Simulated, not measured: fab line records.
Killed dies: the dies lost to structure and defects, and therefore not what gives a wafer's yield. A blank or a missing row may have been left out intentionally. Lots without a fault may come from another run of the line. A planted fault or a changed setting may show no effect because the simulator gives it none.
fab line records	flow n5_finfet	part 1 of 2: steps 1 to 27 of 33
record lots=5	wafers=15	last_day=18
route steps=1938 shown PMOS_HMC_CHANNEL_EPI@87 FIN_SAQP@90
lots that met no fault: taken from a fault-free run of the same line
start_h: hours from the record's opening day to when the first of the lot's shown wafers began	wait_h: how many hours have passed since the lot's step before this one	" as in the row above	L1.1+2: a row that stands for several wafers	- value missing, or start not given	* or withheld: withheld	< > ~ a bound
route shown NAME@n: NAME is a module with steps in the file, n the number in the route of the first one	usual: the fault-free wafers' mean and standard deviation	same: alike in all rows	chamber/n: place in a boat	sites: each site's reading	_std_site: standard deviation across them	_edge_site: mean of outer sites minus mean of inner sites	radius_mm: how far each site lies from the wafer's centre	mask NAME#n: copy n	behind: the tool/chamber that last shaped the wafer	hold: cause of the lot's hold/its duration in hours/its outcome	device: transistor that didn't switch, given as n, p or np	end of line: the route-end tests of the same wafers	a step without rows: its recipe alone	killed: count of dies lost to structure and defects at first sort (not the wafer's yield)	map: shows each die of a wafer: x if killed, . if not, _ if none is there
set.NAME: setting as actually run; set.NAME@STEP: the setting as run at that earlier step	model.NAME: the simulator's own value behind a step, which no gauge read
lots at some steps of the route; a table a step, a row a wafer
services: the hour from which a tool's chamber was out of use, counted from the record's first day as start_h (under 0 if before that day), plus the number of hours and why
## steps
# step N5_PMOS_HMC_CHANNEL_EPI_EPI_26
# recipe material=Si	target_thk_a=38	temp_c=650	precursor=SiH4/H2	pressure_torr=20	time_s=22.7
# usual lamp_inner_pct=13.6/2	throttle_valve_pct=11.30/0.15
lot.wafer	tool	chamber	start_h	wait_h	lamp_inner_pct	throttle_valve_pct
L078.2	epi_rpcvd-01	0	44.63	0.1	11.3	11.21
L078.3	"	0	"	"	11.4	11.04
L078.6	"	0	"	"	11.3	11.19
L080.3	epi_rpcvd-04	0	56.35	0.1	15.4	11.35
L080.5	"	0	"	"	15.4	11.18
L080.6	"	0	"	"	15.5	11.28
L082.1	epi_rpcvd-01	0	67.54	0.0	11.2	11.45
L082.2	"	0	"	"	11.3	11.34
L082.4	"	0	"	"	11.2	11.36
L086.1	epi_rpcvd-02	0	91.53	0.0	15.3	11.32
L086.4	"	0	"	"	15.3	11.22
L086.6	"	0	"	"	15.3	11.19
L092.1	epi_rpcvd-02	0	128.94	0.0	15.1	11.27
L092.2	"	0	"	"	15.2	11.51
L092.6	"	0	"	"	15.4	11.15
# step N5_PMOS_HMC_CHANNEL_EPI_INSPECT_30
# recipe inspect_instrument=darkfield	mode=post_epi
# usual raw_defect_count=19/6.4
lot.wafer	tool	chamber	start_h	wait_h	raw_defect_count
L078.2	defect_inspect-01	-	45.03	0.0	23
L078.3	"	-	"	"	27
L078.6	"	-	"	"	13
L080.3	defect_inspect-02	-	56.62	0.0	17
L080.5	"	-	"	"	29
L080.6	"	-	"	"	11
L082.1	defect_inspect-01	-	68.01	0.0	21
L082.2	"	-	"	"	16
L082.4	"	-	"	"	23
L086.1	defect_inspect-02	-	91.90	0.0	19
L086.4	"	-	"	"	23
L086.6	"	-	"	"	24
L092.1	defect_inspect-01	-	129.54	0.0	26
L092.2	"	-	"	"	12
L092.6	"	-	"	"	28
# step N5_FIN_SAQP_PRECLEAN_42
# recipe chemistry=O3/DIW	time_s=60	temp_c=22	o3_ppm=10
lot.wafer	tool	chamber	start_h	wait_h
L078.2+3+6	wet_bench-03	3,7,6	45.06	0.0
L080.3+5+6	wet_bench-03	0,7,4	56.65	0.0
L082.1+2+4	wet_bench-05	2,1,6	68.03	0.0
L086.1+4+6	wet_bench-06	6,3,4	91.93	0.0
L092.1+2+6	wet_bench-03	3,6,4	129.57	0.0
# step N5_FIN_SAQP_PRECLEAN_00
# recipe chemistry=SC1	time_s=60	temp_c=55	mix=1:2:50
lot.wafer	tool	chamber	start_h	wait_h
L078.2+3+6	wet_bench-03	3,7,6	45.08	0.0
L080.3+5+6	wet_bench-03	0,7,4	56.67	0.0
L082.1+2+4	wet_bench-05	2,1,6	68.05	0.0
L086.1+4+6	wet_bench-06	6,3,4	91.95	0.0
L092.1+2+6	wet_bench-03	3,6,4	129.59	0.0
# step N5_FIN_SAQP_PRECLEAN_44
# recipe chemistry=SC2	time_s=45	temp_c=35	mix=1:1:50
lot.wafer	tool	chamber	start_h	wait_h
L078.2+3+6	wet_bench-03	3,7,6	45.10	0.0
L080.3+5+6	wet_bench-03	0,7,4	56.69	0.0
L082.1+2+4	wet_bench-05	2,1,6	68.07	0.0
L086.1+4+6	wet_bench-06	6,3,4	91.96	0.0
L092.1+2+6	wet_bench-03	3,6,4	129.60	0.0
# step N5_FIN_SAQP_SRD_01
# recipe dry=ipa_marangoni	time_s=30	temp_c=23	rinse_liquid=diw
lot.wafer	tool	chamber	start_h	wait_h
L078.2+3+6	wet_bench-03	3,7,6	45.11	0.0
L080.3+5+6	wet_bench-03	0,7,4	56.70	0.0
L082.1+2+4	wet_bench-05	2,1,6	68.08	0.0
L086.1+4+6	wet_bench-06	6,3,4	91.98	0.0
L092.1+2+6	wet_bench-03	3,6,4	129.62	0.0
# step N5_FIN_SAQP_ALD_61
# recipe material=SiO2	target_thk_a=40	temp_c=300	ald_precursor_family=BDEAS	ald_co_reactant=O2-plasma	pulse_time_s=1	purge_time_s=2	co_reactant_purge_time_s=2	ald_cycles=43	pressure_torr=2
# usual heater_power_w=470/31	precursor_pulse_height_rel=0.999/0.02
lot.wafer	tool	chamber	start_h	wait_h	heater_power_w	precursor_pulse_height_rel
L078.2	ald_sin-01	0	45.16	0.0	427	0.995
L078.3	"	1	"	"	479	0.955
L078.6	"	2	"	"	466	0.996
L080.3	ald_sin-01	1	56.75	0.0	480	0.996
L080.5	"	3	"	"	459	0.995
L080.6	"	0	"	"	443	1.032
L082.1	ald_sin-04	0	68.13	0.0	511	1.048
L082.2	"	2	"	"	516	1.003
L082.4	"	3	"	"	416	0.996
L086.1	ald_sin-01	2	92.78	0.8	467	1.023
L086.4	"	1	"	"	500	0.958
L086.6	"	1	"	"	487	0.995
L092.1	ald_sin-03	0	129.66	0.0	525	1.009
L092.2	"	3	"	"	471	0.980
L092.6	"	1	"	"	476	1.020
# step N5_FIN_SAQP_DENSIFY_62
# recipe temp_c=700	time_s=60	ambient=N2	idle_temp_c=600	ramp_up_c_per_s=150	ramp_down_c_per_s=60	cool_to_c=600
# usual lamp_power_pct=9.84/0.053	wafer_temp_C_max=703.3/0.65
lot.wafer	tool	chamber	start_h	wait_h	lamp_power_pct	wafer_temp_C_max
L078.2	rtp_anneal-02	0	45.40	0.2	9.86	702.7
L078.3	"	0	"	"	9.82	702.9
L078.6	"	0	"	"	9.80	703.0
L080.3	rtp_anneal-02	0	57.01	0.2	9.79	703.3
L080.5	"	0	"	"	9.85	704.6
L080.6	"	0	"	"	9.94	703.8
L082.1	rtp_anneal-01	0	68.33	0.1	9.83	703.8
L082.2	"	0	"	"	9.80	704.7
L082.4	"	0	"	"	9.73	702.1
L086.1	rtp_anneal-02	0	92.98	0.1	9.82	704.0
L086.4	"	0	"	"	9.88	702.8
L086.6	"	0	"	"	9.85	703.9
L092.1	rtp_anneal-02	0	129.86	0.1	9.81	704.3
L092.2	"	0	"	"	9.87	703.9
L092.6	"	0	"	"	9.80	703.6
# step N5_FIN_SAQP_HM_DEP_03
# recipe material=SiNx	target_thk_a=380	temp_c=400	precursor=SiH4/NH3/N2	pressure_torr=1.5	rf_w=300	time_s=33.6
# usual heater_power_w=825/100	showerhead_plenum_p_Torr=5.11/0.063	throttle_valve_pct=40.3/2.4
lot.wafer	tool	chamber	start_h	wait_h	heater_power_w	showerhead_plenum_p_Torr	throttle_valve_pct
L078.2	pecvd-02	1	45.58	0.2	744	5.11	40.1
L078.3	"	0	"	"	893	5.24	43.0
L078.6	"	1	"	"	757	5.11	40.5
L080.3	pecvd-01	1	57.16	0.1	834	5.10	40.7
L080.5	"	2	"	"	863	5.21	36.9
L080.6	"	1	"	"	833	5.11	41.0
L082.1	pecvd-04	2	68.55	0.2	935	5.02	39.6
L082.2	"	1	"	"	740	5.10	44.7
L082.4	"	1	"	"	706	5.09	45.0
L086.1	pecvd-01	2	93.38	0.3	809	5.21	37.1
L086.4	"	0	"	"	908	5.04	41.4
L086.6	"	1	"	"	798	5.10	40.7
L092.1	pecvd-02	1	130.10	0.2	704	5.10	40.4
L092.2	"	0	"	"	814	5.23	42.8
L092.6	"	1	"	"	715	5.09	40.3
# step N5_FIN_SAQP_THK_MEAS_05
# usual thk_nm=38.0/0.53
lot.wafer	tool	chamber	start_h	wait_h	thk_nm
L078.2	film_metro-01	-	45.67	0.1	37.1
L078.3	"	-	"	"	36.9
L078.6	"	-	"	"	37.2
L080.3	film_metro-01	-	57.25	0.1	38.0
L080.5	"	-	"	"	38.1
L080.6	"	-	"	"	38.5
L082.1	film_metro-01	-	68.66	0.1	38.2
L082.2	"	-	"	"	38.3
L082.4	"	-	"	"	39.3
L086.1	film_metro-02	-	93.48	0.1	37.4
L086.4	"	-	"	"	38.8
L086.6	"	-	"	"	38.8
L092.1	film_metro-02	-	130.18	0.1	37.3
L092.2	"	-	"	"	37.8
L092.6	"	-	"	"	38.3
# step N5_FIN_SAQP_PECVD_47
# recipe material=a-Si	target_thk_a=450	temp_c=400	precursor=SiH4/He	pressure_torr=3	rf_w=100	time_s=36.3
# usual heater_power_w=892/100	showerhead_plenum_p_Torr=5.65/0.046	throttle_valve_pct=18.3/1.1
lot.wafer	tool	chamber	start_h	wait_h	heater_power_w	showerhead_plenum_p_Torr	throttle_valve_pct
L078.2	pecvd-01	0	45.71	0.0	1004	5.61	19.0
L078.3	"	2	"	"	924	5.71	17.1
L078.6	"	2	"	"	902	5.71	16.7
L080.3	pecvd-02	1	57.31	0.1	812	5.64	18.5
L080.5	"	1	"	"	833	5.63	18.3
L080.6	"	2	"	"	859	5.61	16.6
L082.1	pecvd-02	2	68.70	0.0	914	5.61	16.7
L082.2	"	0	"	"	949	5.71	19.2
L082.4	"	1	"	"	779	5.64	18.4
L086.1	pecvd-04	2	93.51	0.0	1005	5.59	18.1
L086.4	"	2	"	"	1021	5.60	18.2
L086.6	"	1	"	"	843	5.64	20.5
L092.1	pecvd-01	1	130.22	0.0	792	5.62	18.6
L092.2	"	2	"	"	935	5.72	17.1
L092.6	"	2	"	"	949	5.70	16.9
# step N5_FIN_SAQP_PECVD_48
# recipe material=SiNx	target_thk_a=250	temp_c=400	precursor=SiH4/NH3/N2	pressure_torr=1.5	rf_w=300	time_s=22.1
# usual heater_power_w=822/100	showerhead_plenum_p_Torr=5.11/0.062	throttle_valve_pct=40.1/2.4
lot.wafer	tool	chamber	start_h	wait_h	heater_power_w	showerhead_plenum_p_Torr	throttle_valve_pct
L078.2	pecvd-01	0	45.75	0.0	922	5.05	41.5
L078.3	"	2	"	"	783	5.19	37.2
L078.6	"	2	"	"	810	5.18	36.7
L080.3	pecvd-02	1	57.37	0.0	732	5.10	40.0
L080.5	"	1	"	"	725	5.10	40.4
L080.6	"	2	"	"	873	5.07	36.3
L082.1	pecvd-02	2	68.74	0.0	764	5.06	35.6
L082.2	"	0	"	"	843	5.24	42.5
L082.4	"	1	"	"	627	5.10	40.2
L086.1	pecvd-04	2	93.56	0.0	1031	5.03	39.7
L086.4	"	2	"	"	981	5.01	39.9
L086.6	"	1	"	"	752	5.11	44.6
L092.1	pecvd-01	1	130.26	0.0	791	5.10	40.7
L092.2	"	2	"	"	819	5.19	37.4
L092.6	"	2	"	"	863	5.20	37.3
# step N5_FIN_SAQP_PECVD_06
# recipe material=a-Si	target_thk_a=600	temp_c=400	precursor=SiH4/He	pressure_torr=3	rf_w=100	time_s=48.1
# usual heater_power_w=903/99	showerhead_plenum_p_Torr=5.65/0.047	throttle_valve_pct=18.3/1.1
lot.wafer	tool	chamber	start_h	wait_h	heater_power_w	showerhead_plenum_p_Torr	throttle_valve_pct
L078.2	pecvd-01	0	45.79	0.0	1020	5.61	18.8
L078.3	"	2	"	"	855	5.72	16.9
L078.6	"	2	"	"	856	5.70	16.7
L080.3	pecvd-02	1	57.44	0.0	785	5.63	18.2
L080.5	"	1	"	"	813	5.65	18.3
L080.6	"	2	"	"	877	5.60	16.5
L082.1	pecvd-02	2	68.78	0.0	945	5.62	16.4
L082.2	"	0	"	"	929	5.74	19.3
L082.4	"	1	"	"	759	5.64	18.8
L086.1	pecvd-04	2	93.59	0.0	1066	5.58	18.2
L086.4	"	2	"	"	1106	5.59	18.1
L086.6	"	1	"	"	852	5.64	20.4
L092.1	pecvd-01	1	130.30	0.0	893	5.64	18.4
L092.2	"	2	"	"	872	5.69	17.2
L092.6	"	2	"	"	866	5.70	16.8
# step N5_FIN_SAQP_THK_MEAS_07
# usual thk_nm=59.6/0.87
lot.wafer	tool	chamber	start_h	wait_h	thk_nm
L078.2	film_metro-02	-	45.88	0.1	58.4
L078.3	"	-	"	"	58.4
L078.6	"	-	"	"	58.9
L080.3	film_metro-01	-	57.53	0.1	60.2
L080.5	"	-	"	"	59.8
L080.6	"	-	"	"	60.1
L082.1	film_metro-02	-	68.87	0.1	59.0
L082.2	"	-	"	"	57.3
L082.4	"	-	"	"	58.9
L086.1	film_metro-01	-	93.68	0.1	59.1
L086.4	"	-	"	"	60.4
L086.6	"	-	"	"	61.3
L092.1	film_metro-02	-	130.39	0.1	58.8
L092.2	"	-	"	"	59.0
L092.6	"	-	"	"	59.7
# step N5_FIN_SAQP_HM_DEP_72
# recipe material=SiO2	target_thk_a=120	temp_c=400	precursor=SiH4/N2O	pressure_torr=0.75	rf_w=275	time_s=7.2
# usual heater_power_w=835/90	showerhead_plenum_p_Torr=8.10/0.13
lot.wafer	tool	chamber	start_h	wait_h	heater_power_w	showerhead_plenum_p_Torr
L078.2	pecvd-04	0	45.92	0.0	754	8.12
L078.3	"	2	"	"	1029	7.91
L078.6	"	2	"	"	999	7.91
L080.3	pecvd-01	2	57.56	0.0	869	8.26
L080.5	"	1	"	"	855	8.07
L080.6	"	0	"	"	949	7.98
L082.1	pecvd-01	1	68.91	0.0	800	8.05
L082.2	"	2	"	"	875	8.26
L082.4	"	2	"	"	886	8.23
L086.1	pecvd-02	0	93.72	0.0	911	8.34
L086.4	"	2	"	"	889	8.00
L086.6	"	1	"	"	703	8.07
L092.1	pecvd-02	2	130.43	0.0	847	8.04
L092.2	"	1	"	"	672	8.09
L092.6	"	1	"	"	695	8.08
# step N5_FIN_SAQP_COAT_49
# recipe resist=SOC	temp_c=250	time_s=60	spin_rpm=1500	resist_thk_nm=100
lot.wafer	tool	chamber	start_h	wait_h
L078.2+3+6	litho_track-03	0	45.99	0.1
L080.3+5+6	litho_track-04	0	57.64	0.1
L082.1+2+4	litho_track-02	0	68.98	0.1
L086.1+4+6	litho_track-04	0	93.80	0.1
L092.1+2+6	litho_track-02	0	130.50	0.1
# step N5_FIN_SAQP_COAT_50
# recipe resist=SiARC	temp_c=220	time_s=60	spin_rpm=1500	resist_thk_nm=35
lot.wafer	tool	chamber	start_h	wait_h
L078.2+3+6	litho_track-03	0	-	-
L080.3+5+6	litho_track-04	0	-	-
L082.1+2+4	litho_track-02	0	-	-
L086.1+4+6	litho_track-04	0	-	-
L092.1+2+6	litho_track-02	0	-	-
# step N5_FIN_SAQP_COAT_10
# recipe resist=CAR-ArF	spin_rpm=1500	resist_thk_nm=90
lot.wafer	tool	chamber	start_h	wait_h
L078.2+3+6	litho_track-03	0	-	-
L080.3+5+6	litho_track-04	0	-	-
L082.1+2+4	litho_track-02	0	-	-
L086.1+4+6	litho_track-04	0	-	-
L092.1+2+6	litho_track-02	0	-	-
# step N5_FIN_SAQP_EBR_12
# recipe solvent=PGMEA	ebr_width_mm=1.5
lot.wafer	tool	chamber	start_h	wait_h
L078.2+3+6	litho_track-03	0	-	-
L080.3+5+6	litho_track-04	0	-	-
L082.1+2+4	litho_track-02	0	-	-
L086.1+4+6	litho_track-04	0	-	-
L092.1+2+6	litho_track-02	0	-	-
# step N5_FIN_SAQP_SOFTBAKE_11
# recipe temp_c=110	time_s=60	resist=CAR-ArF
lot.wafer	tool	chamber	start_h	wait_h
L078.2+3+6	litho_track-03	0	-	-
L080.3+5+6	litho_track-04	0	-	-
L082.1+2+4	litho_track-02	0	-	-
L086.1+4+6	litho_track-04	0	-	-
L092.1+2+6	litho_track-02	0	-	-
# step N5_FIN_SAQP_EXPOSE_13
# recipe mask_id=FIN_CORE	na=1.35	source_shape=dipole	sigma_inner=0.538	sigma_outer=0.738	polarization=te	target_cd_nm=35.6	dose_mj=63.25
lot.wafer	tool	chamber	start_h	wait_h	mask
L078.2+3+6	arfi_scanner-02	0	46.12	-	FIN_CORE#0
L080.3+5+6	arfi_scanner-03	0	57.90	-	FIN_CORE#0
L082.1+2+4	arfi_scanner-02	0	69.10	-	FIN_CORE#0
L086.1+4+6	arfi_scanner-03	0	94.04	-	FIN_CORE#0
L092.1+2+6	arfi_scanner-03	0	130.75	-	FIN_CORE#0
# step N5_FIN_SAQP_PEB_14
# recipe peb_temp_c=withheld	peb_time_s=60	resist=CAR-ArF
lot.wafer	tool	chamber	start_h	wait_h
L078.2+3+6	litho_track-04	0	46.17	0.1
L080.3+5+6	litho_track-04	0	57.95	0.0
L082.1+2+4	litho_track-04	0	69.16	0.1
L086.1+4+6	litho_track-02	0	94.10	0.1
L092.1+2+6	litho_track-02	0	130.81	0.1
# step N5_FIN_SAQP_DEVELOP_15
# recipe develop_time_s=30	developer=TMAH	resist=CAR-ArF	dev_temp_c=23	rinse_liquid=diw	dry=air_spin
lot.wafer	tool	chamber	start_h	wait_h
L078.2+3+6	litho_track-04	0	-	-
L080.3+5+6	litho_track-04	0	-	-
L082.1+2+4	litho_track-04	0	-	-
L086.1+4+6	litho_track-02	0	-	-
L092.1+2+6	litho_track-02	0	-	-
# step N5_FIN_SAQP_CD_MEAS_16
# recipe target_cd_nm=35.6	landing_energy_ev=500	detector=se_inlens
# usual cd_nm=35.8/0.31
# same landing_energy_ev=500
lot.wafer	tool	chamber	start_h	wait_h	cd_nm
L078.2	cd_sem-02	0	46.24	-	35.6
L078.3	"	0	"	"	36.1
L078.6	"	0	"	"	35.4
L080.3	cd_sem-01	0	58.02	-	35.7
L080.5	"	0	"	"	35.5
L080.6	"	0	"	"	35.6
L082.1	cd_sem-01	0	69.23	-	35.6
L082.2	"	0	"	"	35.7
L082.4	"	0	"	"	35.9
L086.1	cd_sem-01	0	94.17	-	35.7
L086.4	"	0	"	"	35.9
L086.6	"	0	"	"	36.1
L092.1	cd_sem-03	0	130.87	-	35.7
L092.2	"	0	"	"	36.0
L092.6	"	0	"	"	35.9
# step N5_FIN_SAQP_OVL_MEAS_17
# recipe points_per_wafer=44
# usual FIN_CORE_OVL=0.0/0.91
lot.wafer	tool	chamber	start_h	wait_h	FIN_CORE_OVL[nm]
L078.2	overlay-02	0	46.28	0.0	-1.3
L078.3	"	0	"	"	0.5
L078.6	"	0	"	"	-0.9
L080.3	overlay-01	0	58.05	0.0	0.8
L080.5	"	0	"	"	0.3
L080.6	"	0	"	"	0.5
L082.1	overlay-02	0	69.27	0.0	1.1
L082.2	"	0	"	"	-0.9
L082.4	"	0	"	"	-0.8
L086.1	overlay-01	0	94.21	0.0	2.7
L086.4	"	0	"	"	1.4
L086.6	"	0	"	"	1.5
L092.1	overlay-02	0	130.91	0.0	1.2
L092.2	"	0	"	"	-0.7
L092.6	"	0	"	"	-1.0
# step N5_FIN_SAQP_INSPECT_18
# recipe mode=adi	inspect_instrument=brightfield
# usual raw_defect_count=418/130
lot.wafer	tool	chamber	start_h	wait_h	raw_defect_count
L078.2	defect_inspect-02	-	46.30	0.0	522
L078.3	"	-	"	"	451
L078.6	"	-	"	"	531
L080.3	defect_inspect-01	-	58.07	0.0	343
L080.5	"	-	"	"	346
L080.6	"	-	"	"	360
L082.1	defect_inspect-01	-	69.29	0.0	268
L082.2	"	-	"	"	366
L082.4	"	-	"	"	484
L086.1	defect_inspect-02	-	94.23	0.0	370
L086.4	"	-	"	"	358
L086.6	"	-	"	"	413
L092.1	defect_inspect-01	-	130.94	0.0	414
L092.2	"	-	"	"	289
L092.6	"	-	"	"	402
# step N5_FIN_SAQP_DESCUM_21
# recipe chemistry=O2	time_s=7.9	source_power_w=50	bias_power_w=20	pressure_mtorr=20	rf_frequency_hz=2.712e+07	temp_c=40	resist=CAR-ArF	o2_flow_sccm=225
# usual drypump_motor_current_A=5.6/0.38	o2_flow_sccm=225.0/0.69	oes_product_au=0.78/0.091	rf_vpp_V=243.8/1.3	showerhead_plenum_p_Torr=2.13/0.073	throttle_valve_pct=20.33/0.24
lot.wafer	tool	chamber	start_h	wait_h	drypump_motor_current_A	o2_flow_sccm	oes_product_au	rf_hours_counter_h	rf_vpp_V	showerhead_plenum_p_Torr	throttle_valve_pct
L078.2	rie_diel-04	2	46.34	0.0	5.9	225.9	0.77	153	242.9	2.11	20.52
L078.3	"	3	"	"	5.5	226.4	0.69	218	243.2	2.18	20.52
L078.6	"	2	"	"	5.9	225.4	0.76	-	243.8	2.11	20.53
L080.3	rie_diel-06	2	58.11	0.0	5.6	224.9	0.70	209	243.1	2.16	20.26
L080.5	"	0	"	"	5.2	225.7	0.72	-	244.3	2.16	20.20
L080.6	"	3	"	"	5.0	225.1	0.74	-	241.2	1.99	20.25
L082.1	rie_diel-06	0	69.78	0.5	5.2	225.4	0.73	231	243.6	2.16	20.20
L082.2	"	2	"	"	5.6	224.5	0.70	213	243.4	2.16	20.29
L082.4	"	1	"	"	5.5	225.6	0.87	40	245.0	2.14	20.52
L086.1	rie_diel-06	3	94.31	0.1	4.9	224.8	0.73	176	240.5	1.99	20.25
L086.4	"	2	"	"	5.6	225.6	0.70	218	243.3	2.16	20.27
L086.6	"	2	"	"	5.6	224.5	0.70	-	245.0	2.16	20.27
L092.1	rie_diel-04	2	130.97	0.0	5.9	224.6	0.75	184	243.8	2.10	20.57
L092.2	"	0	"	"	6.1	225.1	0.99	7	242.4	2.16	19.98
L092.6	"	1	"	"	6.2	225.3	0.74	-	244.8	2.19	20.85
